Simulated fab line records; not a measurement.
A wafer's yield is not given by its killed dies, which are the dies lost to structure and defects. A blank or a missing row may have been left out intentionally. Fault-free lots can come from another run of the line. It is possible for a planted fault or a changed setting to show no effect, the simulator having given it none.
fab line records -- flow n5-finfet
record lots=7, wafers=39
route steps=1938 shown DUMMY_GATE@228
start-h: hours from the record's first day to the start of the lot's first wafer shown -- wait-h: time in hours since the lot's previous step -- " repeats the value in the row above -- L1.1+2: a single row standing in for several wafers -- - no value present, or no start provided -- * or withheld: withheld -- < > ~ a bound
route shown NAME@n: a module of which the file shows steps, and the number in the route of the first -- usual: mean/standard deviation of fault-free wafers -- same: alike in all rows -- chamber/n: place in a boat -- sites: per-site readings -- _std_site: standard deviation of those values -- _edge_site: inner sites' mean taken away from outer sites' mean -- radius-mm: how far each site lies from the wafer's centre -- mask NAME#n: copy n -- behind: the last tool/chamber to shape the wafer -- hold: what put the lot on hold/how long, in hours/how the hold closed -- device: the transistor (n, p or np) that didn't switch -- end of line: tests of these same wafers at the route's end -- where a step has no rows: the recipe by itself -- killed: at the first sort, the dies lost to defects and structure; wafer yield is something else -- map: a wafer's dies, x killed, . not, _ none there
set.NAME: setting as actually run; set.NAME@STEP: the setting as run at that earlier step -- model.NAME: the simulator's own value behind a step, which no gauge read
lots run with intentionally changed settings; tables by step, rows by wafer
## steps
# step N5_DUMMY_GATE_EXPOSE_12
# recipe mask-id=GATE, na=0.33, source-shape=annular, sigma-inner=0.2, sigma-outer=0.6, polarization=unpolarized, target-cd-nm=25, dose-mj=34
lot.wafer,tool,chamber,start-h,wait-h,mask,set.dose-mj
L079.1+4+6,euv-scanner-01,0,79.48,-,GATE#0,34
L079.2+3+5,euv-scanner-01,0,79.48,-,GATE#0,34.72
L082.1+3+6,euv-scanner-01,0,96.41,-,GATE#0,36.13
L082.2+4+5,euv-scanner-01,0,96.41,-,GATE#0,34
L083.1+3+5,euv-scanner-02,0,104.36,-,GATE#0,36.51
L083.2+4+6,euv-scanner-02,0,104.36,-,GATE#0,34
L086.3+4+6,euv-scanner-01,0,118.63,-,GATE#0,34
L087.1+2+4,euv-scanner-01,0,124.03,-,GATE#0,34
L087.3+5+6,euv-scanner-01,0,124.03,-,GATE#0,35.48
L091.1+2+4,euv-scanner-01,0,149.67,-,GATE#0,34.74
L091.3+5+6,euv-scanner-01,0,149.67,-,GATE#0,34
L096.1+2+4,euv-scanner-02,0,179.12,-,GATE#0,34
L096.3+5+6,euv-scanner-02,0,179.12,-,GATE#0,35.42
# step N5_DUMMY_GATE_PEB_13
# recipe peb-temp-c=100, peb-time-s=60, resist=CAR-EUV
# step N5_DUMMY_GATE_DEVELOP_14
# recipe develop-time-s=30, developer=TMAH, resist=CAR-EUV, rinse-liquid=surfactant-rinse, dry=air-spin, dev-temp-c=23
# step N5_DUMMY_GATE_CD_MEAS_15
# recipe target-cd-nm=25.8, landing-energy-ev=500, detector=se-inlens
# usual cd-nm=24.98/0.29
lot.wafer,tool,chamber,start-h,wait-h,set.dose-mj@DUMMY_GATE_EXPOSE_12,cd-nm
L079.1,cd-sem-02,0,79.61,-,34,25.07
L079.2,cd-sem-02,0,79.61,-,34.72,24.71
L079.3,cd-sem-02,0,79.61,-,34.72,24.54
L079.4,cd-sem-02,0,79.61,-,34,25.86
L079.5,cd-sem-02,0,79.61,-,34.72,24.70
L079.6,cd-sem-02,0,79.61,-,34,24.80
L082.1,cd-sem-03,0,96.54,-,36.13,23.56
L082.2,cd-sem-03,0,96.54,-,34,24.88
L082.3,cd-sem-03,0,96.54,-,36.13,23.73
L082.4,cd-sem-03,0,96.54,-,34,25.42
L082.5,cd-sem-03,0,96.54,-,34,25.37
L082.6,cd-sem-03,0,96.54,-,36.13,24.17
L083.1,cd-sem-01,0,104.48,-,36.51,23.61
L083.2,cd-sem-01,0,104.48,-,34,25.36
L083.3,cd-sem-01,0,104.48,-,36.51,23.72
L083.4,cd-sem-01,0,104.48,-,34,24.95
L083.5,cd-sem-01,0,104.48,-,36.51,23.44
L083.6,cd-sem-01,0,104.48,-,34,24.81
L086.3,cd-sem-03,0,118.75,-,34,25.06
L086.4,cd-sem-03,0,118.75,-,34,24.97
L086.6,cd-sem-03,0,118.75,-,34,25.13
L087.1,cd-sem-01,0,124.15,-,34,24.92
L087.2,cd-sem-01,0,124.15,-,34,24.93
L087.3,cd-sem-01,0,124.15,-,35.48,24.42
L087.4,cd-sem-01,0,124.15,-,34,25.05
L087.5,cd-sem-01,0,124.15,-,35.48,24.17
L087.6,cd-sem-01,0,124.15,-,35.48,24.22
L091.1,cd-sem-01,0,149.80,-,34.74,24.06
L091.2,cd-sem-01,0,149.80,-,34.74,24.99
L091.3,cd-sem-01,0,149.80,-,34,25.16
L091.4,cd-sem-01,0,149.80,-,34.74,24.68
L091.5,cd-sem-01,0,149.80,-,34,24.53
L091.6,cd-sem-01,0,149.80,-,34,25.07
L096.1,cd-sem-03,0,179.24,-,34,25.10
L096.2,cd-sem-03,0,179.24,-,34,25.46
L096.3,cd-sem-03,0,179.24,-,35.42,24.15
L096.4,cd-sem-03,0,179.24,-,34,24.92
L096.5,cd-sem-03,0,179.24,-,35.42,24.64
L096.6,cd-sem-03,0,179.24,-,35.42,24.39
## key
split step=N5_DUMMY_GATE_EXPOSE_12, setting=dose-mj, stated=34, by=wafer
response step=N5_DUMMY_GATE_CD_MEAS_15, reading=cd-nm, change=-0.199, per=1%, r=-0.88
